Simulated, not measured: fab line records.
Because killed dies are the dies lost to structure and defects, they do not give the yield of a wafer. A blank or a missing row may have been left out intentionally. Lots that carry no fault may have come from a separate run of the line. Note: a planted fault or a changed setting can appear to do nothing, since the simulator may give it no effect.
fab line records -- flow n5-finfet
record lots=7, wafers=21
route steps=1938 shown BEOL_M5@1145 BEOL_M6@1233 BEOL_M7@1309 BEOL_M9@1404
start-h: the number of hours between the record's first day and the start of the first shown wafer of the lot -- wait-h: how many hours have passed since the lot's step before this one -- " same as the row above -- L1.1+2: several wafers, shown together as one row -- - value missing, or start not given -- * or withheld: withheld -- < > ~ a bound
route shown NAME@n: a module of which the file shows steps, and the number in the route of the first -- usual: mean/standard deviation taken from wafers without a fault -- same: alike in all rows -- chamber/n: place in a boat -- sites: each site's reading -- _std_site: the standard deviation of these -- _edge_site: inner sites' mean taken away from outer sites' mean -- radius-mm: for every site, how far away it sits from the centre of the wafer -- mask NAME#n: copy n -- behind: tool/chamber where the wafer was last shaped -- hold: why the lot was held/for how many hours/how that ended -- device: which transistor (n, p or np) failed to switch -- end of line: tests of these same wafers at the route's end -- where a step has no rows: the recipe by itself -- killed: at the first sort, the dies lost to defects and structure; wafer yield is something else -- map: a wafer's dies, x killed, . not, _ none there
set.NAME: the setting as run; set.NAME@STEP: as run at that earlier step -- model.NAME: the simulator's own value behind a step, which no gauge read
lots run with intentionally changed settings; tables by step, rows by wafer
## steps
# step N5_BEOL_M5_EXPOSE_25
# recipe mask-id=V4, na=0.33, source-shape=quasar, sigma-inner=0.2, sigma-outer=0.6, polarization=unpolarized, defocus-nm=10, dose-mj=52.75
lot.wafer,tool,chamber,start-h,wait-h,mask,set.dose-mj
L083.1+3,euv-scanner-02,0,279.92,-,V4#0,54.64
L083.6,euv-scanner-02,0,279.92,-,V4#0,52.75
L085.1+6,euv-scanner-02,0,294.84,-,V4#0,56.43
L085.5,euv-scanner-02,0,294.84,-,V4#0,52.75
L086.2+4+6,euv-scanner-01,0,299.71,-,V4#0,52.75
L089.1+3+5,euv-scanner-02,0,320.85,-,V4#0,52.75
L093.1+6,euv-scanner-01,0,331.60,-,V4#0,53.8
L093.4,euv-scanner-01,0,331.60,-,V4#0,52.75
L079.1+2,euv-scanner-02,0,353.17,-,V4#0,55.92
L079.3,euv-scanner-02,0,353.17,-,V4#0,52.75
L096.1+3,euv-scanner-01,0,362.09,-,V4#0,51.67
L096.5,euv-scanner-01,0,362.09,-,V4#0,52.75
# step N5_BEOL_M5_PEB_26
# recipe peb-temp-c=100, peb-time-s=60, resist=CAR-EUV
# step N5_BEOL_M5_DEVELOP_27
# recipe develop-time-s=30, developer=TMAH, resist=CAR-EUV, rinse-liquid=surfactant-rinse, dry=air-spin, dev-temp-c=23
# step N5_BEOL_M5_CD_MEAS_28
# recipe target-cd-nm=30.6, landing-energy-ev=500, detector=se-inlens, target-cd-y-nm=20, polarity=opening
# usual cd-nm=30.59/0.27
lot.wafer,tool,chamber,start-h,wait-h,set.dose-mj@BEOL_M5_EXPOSE_25,cd-nm
L083.1,cd-sem-03,0,280.06,-,54.64,31.42
L083.3,cd-sem-03,0,280.06,-,54.64,31.08
L083.6,cd-sem-03,0,280.06,-,52.75,30.64
L085.1,cd-sem-01,0,294.97,-,56.43,32.18
L085.5,cd-sem-01,0,294.97,-,52.75,30.42
L085.6,cd-sem-01,0,294.97,-,56.43,32.33
L086.2,cd-sem-01,0,299.84,-,52.75,30.13
L086.4,cd-sem-01,0,299.84,-,52.75,30.47
L086.6,cd-sem-01,0,299.84,-,52.75,30.69
L089.1,cd-sem-01,0,320.99,-,52.75,30.32
L089.3,cd-sem-01,0,320.99,-,52.75,30.61
L089.5,cd-sem-01,0,320.99,-,52.75,30.74
L093.1,cd-sem-03,0,331.74,-,53.8,30.81
L093.4,cd-sem-03,0,331.74,-,52.75,30.64
L093.6,cd-sem-03,0,331.74,-,53.8,30.55
L079.1,cd-sem-01,0,353.30,-,55.92,32.44
L079.2,cd-sem-01,0,353.30,-,55.92,31.99
L079.3,cd-sem-01,0,353.30,-,52.75,30.77
L096.1,cd-sem-03,0,362.23,-,51.67,30.48
L096.3,cd-sem-03,0,362.23,-,51.67,29.97
L096.5,cd-sem-03,0,362.23,-,52.75,30.75
# step N5_BEOL_M5_DESCUM_33
# recipe chemistry=O2, time-s=7, source-power-w=50, bias-power-w=20, pressure-mtorr=20, rf-frequency-hz=2.712e+07, temp-c=40, resist=CAR-EUV, o2-flow-sccm=225
# step N5_BEOL_M5_ETCH_75
# recipe chemistry=N2/H2, target=underlayer, target-depth-a=65, mask-material=CAR-EUV, time-s=5.2, ion-energy-ev=200, pressure-mtorr=30, source-w=840, bias-w=150, n2-flow-sccm=200, h2-flow-sccm=200, ends=cleared
lot.wafer,tool,chamber,start-h,wait-h,set.dose-mj@BEOL_M5_EXPOSE_25,model.BEOL_M5.cd-nm
L083.1+3,rie-diel-01,"1,3",280.45,0.0,54.64,28.6
L083.6,rie-diel-01,3,280.45,0.0,52.75,27.6
L085.1+6,rie-diel-06,"3,1",295.13,0.0,56.43,29.8
L085.5,rie-diel-06,3,295.13,0.0,52.75,28.4
L086.2,rie-diel-01,0,300.64,0.0,52.75,28.2
L086.4,rie-diel-01,3,300.64,0.0,52.75,28
L086.6,rie-diel-01,3,300.64,0.0,52.75,27.6
L089.1+3+5,rie-diel-01,"0,1,2",321.42,0.0,52.75,28.2
L093.1,rie-diel-06,3,331.90,0.0,53.8,29
L093.4,rie-diel-06,0,331.90,0.0,52.75,28.4
L093.6,rie-diel-06,0,331.90,0.0,53.8,28.4
L079.1,rie-diel-06,2,353.67,0.0,55.92,29.8
L079.2,rie-diel-06,0,353.67,0.0,55.92,29.4
L079.3,rie-diel-06,3,353.67,0.0,52.75,28.2
L096.1+3,rie-diel-01,"1,3",362.39,0.0,51.67,27.4
L096.5,rie-diel-01,2,362.39,0.0,52.75,28
# step N5_BEOL_M5_ETCH_67
# recipe chemistry=CF4, target=SiARC, target-depth-a=156, mask-material=CAR-EUV, time-s=26, ion-energy-ev=80, pressure-mtorr=40, source-w=545, bias-w=36, Ar_flow_sccm=100, cf4-flow-sccm=100, ends=cleared
lot.wafer,tool,chamber,start-h,wait-h,set.dose-mj@BEOL_M5_EXPOSE_25,model.BEOL_M5.cd-nm
L083.1,rie-diel-01,1,280.46,0.0,54.64,28.8
L083.3,rie-diel-01,3,280.46,0.0,54.64,28.6
L083.6,rie-diel-01,3,280.46,0.0,52.75,27.6
L085.1+6,rie-diel-06,"3,1",295.15,0.0,56.43,29.8
L085.5,rie-diel-06,3,295.15,0.0,52.75,28.4
L086.2+4,rie-diel-01,"0,3",300.66,0.0,52.75,28.2
L086.6,rie-diel-01,3,300.66,0.0,52.75,27.8
L089.1+3+5,rie-diel-01,"0,1,2",321.44,0.0,52.75,28.4
L093.1,rie-diel-06,3,331.92,0.0,53.8,29
L093.4,rie-diel-06,0,331.92,0.0,52.75,28.4
L093.6,rie-diel-06,0,331.92,0.0,53.8,28.6
L079.1,rie-diel-06,2,353.68,0.0,55.92,29.8
L079.2,rie-diel-06,0,353.68,0.0,55.92,29.4
L079.3,rie-diel-06,3,353.68,0.0,52.75,28.2
L096.1,rie-diel-01,1,362.40,0.0,51.67,27.6
L096.3,rie-diel-01,3,362.40,0.0,51.67,27.4
L096.5,rie-diel-01,2,362.40,0.0,52.75,28
# step N5_BEOL_M5_ETCH_68
# recipe chemistry=N2/H2, target=SOC, target-depth-a=800, overetch-a=160, mask-material=SiARC, temp-c=40, time-s=120, ion-energy-ev=200, pressure-mtorr=30, source-w=840, bias-w=150, n2-flow-sccm=200, h2-flow-sccm=200
lot.wafer,tool,chamber,start-h,wait-h,set.time-s,set.dose-mj@BEOL_M5_EXPOSE_25,model.BEOL_M5.cd-nm,model.SiARC_of_BEOL_M5_COAT_66.thk-nm
L083.1,rie-diel-01,1,280.49,0.0,109.9,54.64,28.6,7
L083.3,rie-diel-01,3,280.49,0.0,109.9,54.64,28.4,6.8
L083.6,rie-diel-01,3,280.49,0.0,120,52.75,27.6,6.4
L085.1,rie-diel-06,3,295.18,0.0,120,56.43,29.8,6.4
L085.5,rie-diel-06,3,295.18,0.0,128.2,52.75,28.6,6
L085.6,rie-diel-06,1,295.18,0.0,120,56.43,29.8,6.2
L086.2,rie-diel-01,0,300.69,0.0,93.19,52.75,27.8,7.8
L086.4,rie-diel-01,3,300.69,0.0,120,52.75,28.2,6.4
L086.6,rie-diel-01,3,300.69,0.0,93.19,52.75,27.2,7.6
L089.1+3,rie-diel-01,"0,1",321.47,0.0,120,52.75,28.4,6.4
L089.5,rie-diel-01,2,321.47,0.0,120,52.75,28.4,6.2
L093.1,rie-diel-06,3,331.95,0.0,135.4,53.8,29.2,5.8
L093.4,rie-diel-06,0,331.95,0.0,135.4,52.75,28.8,5.6
L093.6,rie-diel-06,0,331.95,0.0,120,53.8,28.6,6.4
L079.1,rie-diel-06,2,353.71,0.0,120,55.92,29.8,6.4
L079.2,rie-diel-06,0,353.71,0.0,120,55.92,29.6,6.2
L079.3,rie-diel-06,3,353.71,0.0,120,52.75,28.4,6.4
L096.1,rie-diel-01,1,362.43,0.0,120,51.67,27.6,6.4
L096.3,rie-diel-01,3,362.43,0.0,120,51.67,27.4,6.4
L096.5,rie-diel-01,2,362.43,0.0,120,52.75,28,6.2
# step N5_BEOL_M6_ETCH_66
# recipe chemistry=N2/H2, target=SOC, target-depth-a=800, overetch-a=160, mask-material=SiARC, temp-c=40, time-s=120, ion-energy-ev=200, pressure-mtorr=30, source-w=840, bias-w=150, n2-flow-sccm=200, h2-flow-sccm=200
# usual rf-vpp-V=524.1/1.7
lot.wafer,tool,chamber,start-h,wait-h,set.bias-w,rf-vpp-V,model.SiARC_of_BEOL_M6_COAT_64.thk-nm
L083.1,rie-diel-05,2,295.58,0.0,150,522.0,6.4
L083.3,rie-diel-05,0,295.58,0.0,166.8,560.5,5.8
L083.6,rie-diel-05,2,295.58,0.0,166.8,560.3,5.6
L085.1,rie-diel-02,2,308.99,0.0,150,522.7,6.4
L085.5,rie-diel-02,3,308.99,0.0,150,525.3,6.4
L085.6,rie-diel-02,0,308.99,0.0,150,524.3,6.4
L086.2,rie-diel-02,0,312.36,0.0,150,523.9,6.4
L086.4,rie-diel-02,3,312.36,0.0,150,524.6,6.4
L086.6,rie-diel-02,2,312.36,0.0,150,524.1,6.4
L089.1,rie-diel-05,1,334.68,0.0,150,521.7,6.4
L089.3,rie-diel-05,3,334.68,0.0,150,525.4,6.6
L089.5,rie-diel-05,3,334.68,0.0,150,525.3,6.6
L093.1,rie-diel-05,3,342.92,0.0,150,524.9,6.6
L093.4,rie-diel-05,1,342.92,0.0,150,522.1,6.4
L093.6,rie-diel-05,0,342.92,0.0,150,524.3,6.4
L079.1,rie-diel-05,1,369.45,0.0,150,522.7,6.4
L079.2,rie-diel-05,3,369.45,0.0,150,526.5,6.6
L079.3,rie-diel-05,2,369.45,0.0,150,523.2,6.4
L096.1,rie-diel-04,0,373.62,0.0,150,523.7,6.2
L096.3,rie-diel-04,3,373.62,0.0,131.1,480.3,7.4
L096.5,rie-diel-04,3,373.62,0.0,150,524.3,6.4
# step N5_BEOL_M6_TRENCH_ETCH_37
# recipe chemistry=C4F6/O2, target-depth-a=944.35, target=SiCOH_lowk, time-s=31.5, ion-energy-ev=250, pressure-mtorr=30, source-w=345, bias-w=185, Ar_flow_sccm=300, C4F6_flow_sccm=10, O2_flow_sccm=10
lot.wafer,tool,chamber,start-h,wait-h,set.time-s,model.BEOL_M6.feature-depth-nm,model.etch.depth-nm,model.TiN_of_BEOL_M6_HM_DEP_02.thk-nm
L083.1,rie-diel-05,2,-,-,36.65,110.6,110.6,16.8
L083.3,rie-diel-05,0,-,-,36.65,111.2,111.2,16.6
L083.6,rie-diel-05,2,-,-,31.5,95,94.9,17.4
L085.1,rie-diel-02,2,-,-,29.02,86.8,86.86,17
L085.5,rie-diel-02,3,-,-,31.5,95.6,95.57,16.8
L085.6,rie-diel-02,0,-,-,31.5,94,94,16.8
L086.2,rie-diel-02,0,-,-,31.5,94.2,94.21,17.4
L086.4,rie-diel-02,3,-,-,34.28,104.4,104.4,17.2
L086.6,rie-diel-02,2,-,-,34.28,102.6,102.5,17
L089.1,rie-diel-05,1,-,-,31.5,95,95.02,17.2
L089.3,rie-diel-05,3,-,-,31.5,92.6,92.67,17.6
L089.5,rie-diel-05,3,-,-,31.5,92.4,92.38,17.4
L093.1,rie-diel-05,3,-,-,31.5,93.4,93.41,17.4
L093.4,rie-diel-05,1,-,-,31.5,95.6,95.58,17.6
L093.6,rie-diel-05,0,-,-,31.5,94.8,94.79,17.4
L079.1,rie-diel-05,1,-,-,31.5,95.8,95.77,17.2
L079.2,rie-diel-05,3,-,-,31.5,92.4,92.37,17.2
L079.3,rie-diel-05,2,-,-,34.7,106.8,106.9,16.8
L096.1,rie-diel-04,0,-,-,31.5,96.6,96.51,17.4
L096.3,rie-diel-04,3,-,-,31.5,95.8,95.73,17.6
L096.5,rie-diel-04,3,-,-,31.5,96.2,96.23,17.6
# step N5_BEOL_M6_ETCH_41
# recipe chemistry=CH3F/O2, target=SiCN, target-depth-a=297, taper-deg=2, time-s=52, ion-energy-ev=120, mask-material=TiN, pressure-mtorr=30, source-w=395, bias-w=75, Ar_flow_sccm=150, CH3F_flow_sccm=30, O2_flow_sccm=20
# step N5_BEOL_M6_STRIP_80
# recipe chemistry=N2/H2, time-s=10, power-w=450, temp-c=40, pressure-mtorr=20, rf-frequency-hz=6e+07, bias-power-w=7, n2-flow-sccm=200, h2-flow-sccm=200
# step N5_BEOL_M6_OCD_MEAS_38
# usual trench-depth-nm=94.3/1.2
lot.wafer,tool,chamber,start-h,wait-h,set.time-s@BEOL_M6_TRENCH_ETCH_37,trench-depth-nm
L083.1,ocd-01,-,295.92,-,36.65,110.4
L083.3,ocd-01,-,295.92,-,36.65,111.4
L083.6,ocd-01,-,295.92,-,31.5,95.1
L085.1,ocd-02,-,309.34,-,29.02,86.8
L085.5,ocd-02,-,309.34,-,31.5,95.0
L085.6,ocd-02,-,309.34,-,31.5,93.7
L086.2,ocd-01,-,312.71,-,31.5,94.4
L086.4,ocd-01,-,312.71,-,34.28,104.2
L086.6,ocd-01,-,312.71,-,34.28,102.6
L089.1,ocd-02,-,335.03,-,31.5,94.4
L089.3,ocd-02,-,335.03,-,31.5,93.1
L089.5,ocd-02,-,335.03,-,31.5,92.5
L093.1,ocd-02,-,343.26,-,31.5,93.8
L093.4,ocd-02,-,343.26,-,31.5,95.6
L093.6,ocd-02,-,343.26,-,31.5,95.1
L079.1,ocd-02,-,369.80,-,31.5,95.8
L079.2,ocd-02,-,369.80,-,31.5,92.2
L079.3,ocd-02,-,369.80,-,34.7,107.1
L096.1,ocd-02,-,373.97,-,31.5,96.6
L096.3,ocd-02,-,373.97,-,31.5,95.5
L096.5,ocd-02,-,373.97,-,31.5,96.1
# step N5_BEOL_M6_HM_STRIP_39
# recipe chemistry=peroxide-tin-strip, material=TiN, target-depth-a=250, temp-c=50, time-s=158
# step N5_BEOL_M6_SRD_40
# recipe time-s=30, temp-c=23, rinse-liquid=diw, dry=ipa-marangoni
# step N5_BEOL_M6_ECD_50
# recipe material=Cu, target-thk-a=3000
# step N5_BEOL_M6_ANNEAL_51
# recipe temp-c=225, time-s=90, ambient=N2
# step N5_BEOL_M6_CMP_52
# recipe stop-on=SiCOH_lowk, t-overpolish-s=6.9, down-force-psi=1, platen-rpm=50, clearing-platen-down-force-psi=1.5, clearing-platen-rpm=50, post-cmp-clean=cu-alkaline, target-thk-nm=80, clearing-platen-pad-velocity-m-s=0.99484, pad-velocity-m-s=0.99484
lot.wafer,tool,chamber,start-h,wait-h,set.time-s@BEOL_M6_TRENCH_ETCH_37,model.Cu_of_BEOL_M6_ECD_50.thk-nm
L083.1,cmp-02,3,298.56,0.3,36.65,96.6
L083.3,cmp-02,1,298.56,0.3,36.65,97
L083.6,cmp-02,2,298.56,0.3,31.5,80.8
L085.1,cmp-02,0,312.91,0.5,29.02,73.8
L085.6,cmp-02,2,312.91,0.5,31.5,80
L085.5,cmp-02,3,312.91,0.5,31.5,82
L086.4,cmp-02,1,317.16,0.2,34.28,91.4
L086.2,cmp-02,3,317.16,0.2,31.5,80.4
L086.6,cmp-02,1,317.16,0.2,34.28,88.6
L089.1,cmp-02,1,337.24,0.3,31.5,79.8
L089.3,cmp-02,3,337.24,0.3,31.5,77.2
L089.5,cmp-02,1,337.24,0.3,31.5,77.4
L093.4,cmp-01,0,346.78,0.1,31.5,80.6
L093.1,cmp-01,1,346.78,0.1,31.5,78.8
L093.6,cmp-01,0,346.78,0.1,31.5,80.2
L079.3,cmp-02,0,372.02,0.2,34.7,92.4
L079.2,cmp-02,1,372.02,0.2,31.5,77.4
L079.1,cmp-02,2,372.02,0.2,31.5,80.6
L096.1,cmp-01,2,377.63,0.3,31.5,81.4
L096.3+5,cmp-01,"3,2",377.63,0.3,31.5,82.8
# step N5_BEOL_M6_THK_MEAS_53
# recipe thk-meas-gauge=xrf, reads=Cu_of_BEOL_M6_ECD_50
# usual M6_THK=80.3/1.7
lot.wafer,tool,chamber,start-h,wait-h,set.time-s@BEOL_M6_TRENCH_ETCH_37,M6_THK[nm]
L083.1,film-metro-02,-,298.81,-,36.65,95.5
L083.3,film-metro-02,-,298.81,-,36.65,96.4
L083.6,film-metro-02,-,298.81,-,31.5,80.0
L085.1,film-metro-02,-,313.13,-,29.02,74.1
L085.5,film-metro-02,-,313.13,-,31.5,82.0
L085.6,film-metro-02,-,313.13,-,31.5,79.7
L086.2,film-metro-02,-,317.42,-,31.5,80.6
L086.4,film-metro-02,-,317.42,-,34.28,91.8
L086.6,film-metro-02,-,317.42,-,34.28,88.6
L089.1,film-metro-01,-,337.54,-,31.5,81.3
L089.3,film-metro-01,-,337.54,-,31.5,78.5
L089.5,film-metro-01,-,337.54,-,31.5,79.0
L093.1,film-metro-02,-,347.07,-,31.5,78.9
L093.4,film-metro-02,-,347.07,-,31.5,80.9
L093.6,film-metro-02,-,347.07,-,31.5,79.8
L079.1,film-metro-01,-,372.31,-,31.5,82.1
L079.2,film-metro-01,-,372.31,-,31.5,78.7
L079.3,film-metro-01,-,372.31,-,34.7,93.9
L096.1,film-metro-02,-,377.93,-,31.5,81.3
L096.3,film-metro-02,-,377.93,-,31.5,82.8
L096.5,film-metro-02,-,377.93,-,31.5,82.9
# step N5_BEOL_M6_PRE_CLEAN_55
# recipe gas=NH3, time-s=15, temp-c=withheld, rf-power-w=300
# step N5_BEOL_M6_DEP_56
# recipe material=SiCN, target-thk-a=100, temp-c=withheld, precursor=3MS/NH3, pressure-torr=3, rf-w=202, time-s=17.5
# step N5_BEOL_M6_RS_MEAS_57
# recipe thk-meas-gauge=four-point-probe, reads=Cu_of_BEOL_M6_ECD_50+Co_of_BEOL_M6_CVD_78+TaN_of_BEOL_M6_ALD_77
# usual M6_RS=0.287/0.0071
lot.wafer,tool,chamber,start-h,wait-h,set.time-s@BEOL_M6_TRENCH_ETCH_37,M6_RS[ohm/sq]
L083.1,film-metro-02,-,298.95,0.1,36.65,0.230
L083.3,film-metro-02,-,298.95,0.1,36.65,0.229
L083.6,film-metro-02,-,298.95,0.1,31.5,0.283
L085.1,film-metro-02,-,313.29,0.1,29.02,0.314
L085.5,film-metro-02,-,313.29,0.1,31.5,0.278
L085.6,film-metro-02,-,313.29,0.1,31.5,0.286
L086.2,film-metro-02,-,317.55,0.1,31.5,0.284
L086.4,film-metro-02,-,317.55,0.1,34.28,0.245
L086.6,film-metro-02,-,317.55,0.1,34.28,0.254
L089.1,film-metro-01,-,337.70,0.1,31.5,0.287
L089.3,film-metro-01,-,337.70,0.1,31.5,0.299
L089.5,film-metro-01,-,337.70,0.1,31.5,0.296
L093.1,film-metro-02,-,347.20,0.1,31.5,0.292
L093.4,film-metro-02,-,347.20,0.1,31.5,0.283
L093.6,film-metro-02,-,347.20,0.1,31.5,0.285
L079.1,film-metro-02,-,372.44,0.1,31.5,0.283
L079.2,film-metro-02,-,372.44,0.1,31.5,0.297
L079.3,film-metro-02,-,372.44,0.1,34.7,0.241
L096.1,film-metro-01,-,378.06,0.1,31.5,0.281
L096.3,film-metro-01,-,378.06,0.1,31.5,0.275
L096.5,film-metro-01,-,378.06,0.1,31.5,0.275
# step N5_BEOL_M7_ETCH_41
# recipe chemistry=CH3F/O2, target=SiCN, target-depth-a=319, taper-deg=2, time-s=57.8, ion-energy-ev=120, mask-material=TiN, pressure-mtorr=30, source-w=395, bias-w=75, Ar_flow_sccm=150, CH3F_flow_sccm=30, O2_flow_sccm=20
# usual rf-vpp-V=297.2/1.6
lot.wafer,tool,chamber,start-h,wait-h,set.source-w,rf-vpp-V
L083.1,rie-diel-06,0,-,-,343.5,311.2
L083.3,rie-diel-06,3,-,-,343.5,310.7
L083.6,rie-diel-06,2,-,-,395,294.8
L085.1,rie-diel-01,2,-,-,395,299.5
L085.5,rie-diel-01,0,-,-,395,295.3
L085.6,rie-diel-01,3,-,-,395,296.7
L086.2,rie-diel-03,2,-,-,395,297.2
L086.4,rie-diel-03,1,-,-,395,295.4
L086.6,rie-diel-03,2,-,-,395,299.6
L089.1,rie-diel-06,3,-,-,395,297.8
L089.3,rie-diel-06,0,-,-,395,298.7
L089.5,rie-diel-06,2,-,-,395,293.5
L093.1,rie-diel-01,3,-,-,395,296.3
L093.4,rie-diel-01,1,-,-,370.7,301.1
L093.6,rie-diel-01,0,-,-,395,297.3
L079.1,rie-diel-01,0,-,-,434.9,286.5
L079.2,rie-diel-01,1,-,-,395,296.2
L079.3,rie-diel-01,3,-,-,395,296.3
L096.1,rie-diel-01,3,-,-,395,296.6
L096.3,rie-diel-01,2,-,-,395,299.6
L096.5,rie-diel-01,2,-,-,395,299.5
# step N5_BEOL_M9_PECVD_70
# recipe material=SiO2, target-thk-a=200, temp-c=400, precursor=TEOS/O2, pressure-torr=5.5, rf-w=450, teos-flow-sccm=53.8, gas=O2, flow-sccm=3000, time-s=22.7
lot.wafer,tool,chamber,start-h,wait-h,set.time-s,model.SiO2_of_BEOL_M9_PECVD_70.thk-nm
L083.1,pecvd-02,2,316.38,0.0,19.75,17
L083.3+6,pecvd-02,"0,2",316.38,0.0,22.7,19.8
L085.1,pecvd-02,1,333.75,0.0,25.55,22.2
L085.5,pecvd-02,1,333.75,0.0,22.7,20.2
L085.6,pecvd-02,2,333.75,0.0,22.7,20
L086.2+6,pecvd-02,"0,2",334.82,0.0,22.7,19.8
L086.4,pecvd-02,0,334.82,0.0,23.85,21.2
L089.1+3,pecvd-03,"2,0",353.43,0.0,22.7,19.6
L089.5,pecvd-03,0,353.43,0.0,22.7,20
L093.1+4,pecvd-03,2,361.36,0.0,22.7,20.2
L093.6,pecvd-03,0,361.36,0.0,22.7,20.4
L079.1,pecvd-02,0,392.96,0.0,22.7,19.6
L079.2,pecvd-02,2,392.96,0.0,22.7,19.4
L079.3,pecvd-02,0,392.96,0.0,22.7,20.2
L096.1+3,pecvd-02,2,396.05,0.0,20.22,17.8
L096.5,pecvd-02,2,396.05,0.0,22.7,20.2
## key
split step=N5_BEOL_M5_EXPOSE_25, setting=dose-mj, stated=52.75, by=wafer
response step=N5_BEOL_M5_CD_MEAS_28, reading=cd-nm, change=+0.234, per=1%, r=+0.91
response step=N5_BEOL_M5_ETCH_75, reading=model.BEOL_M5.cd-nm, change=+0.223, per=1%, r=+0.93
response step=N5_BEOL_M5_ETCH_67, reading=model.BEOL_M5.cd-nm, change=+0.226, per=1%, r=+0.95
response step=N5_BEOL_M5_ETCH_68, reading=model.BEOL_M5.cd-nm, change=+0.195, per=1%, r=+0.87
split step=N5_BEOL_M5_ETCH_68, setting=time-s, stated=120, by=wafer
response step=N5_BEOL_M5_ETCH_68, reading=model.SiARC_of_BEOL_M5_COAT_66.thk-nm, change=-0.0567, per=1%, r=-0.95
split step=N5_BEOL_M6_ETCH_66, setting=bias-w, stated=150, by=wafer
response step=N5_BEOL_M6_ETCH_66, reading=rf-vpp-V, change=+3.45, per=1%, r=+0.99
response step=N5_BEOL_M6_ETCH_66, reading=model.SiARC_of_BEOL_M6_COAT_64.thk-nm, change=-0.0764, per=1%, r=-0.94
split step=N5_BEOL_M6_TRENCH_ETCH_37, setting=time-s, stated=31.5, by=wafer
response step=N5_BEOL_M6_TRENCH_ETCH_37, reading=model.BEOL_M6.feature-depth-nm, change=+1.05, per=1%, r=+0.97
response step=N5_BEOL_M6_TRENCH_ETCH_37, reading=model.etch.depth-nm, change=+1.05, per=1%, r=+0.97
response step=N5_BEOL_M6_TRENCH_ETCH_37, reading=model.TiN_of_BEOL_M6_HM_DEP_02.thk-nm, change=-0.0387, per=1%, r=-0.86
response step=N5_BEOL_M6_OCD_MEAS_38, reading=trench-depth-nm, change=+1.04, per=1%, r=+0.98
response step=N5_BEOL_M6_CMP_52, reading=model.Cu_of_BEOL_M6_ECD_50.thk-nm, change=+1.06, per=1%, r=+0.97
response step=N5_BEOL_M6_THK_MEAS_53, reading=M6_THK, change=+1.05, per=1%, r=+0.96
response step=N5_BEOL_M6_RS_MEAS_57, reading=M6_RS, change=-0.00377, per=1%, r=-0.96
split step=N5_BEOL_M7_ETCH_41, setting=source-w, stated=395, by=wafer
response step=N5_BEOL_M7_ETCH_41, reading=rf-vpp-V, change=-1.08, per=1%, r=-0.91
split step=N5_BEOL_M9_PECVD_70, setting=time-s, stated=22.7, by=wafer
response step=N5_BEOL_M9_PECVD_70, reading=model.SiO2_of_BEOL_M9_PECVD_70.thk-nm, change=+0.204, per=1%, r=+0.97
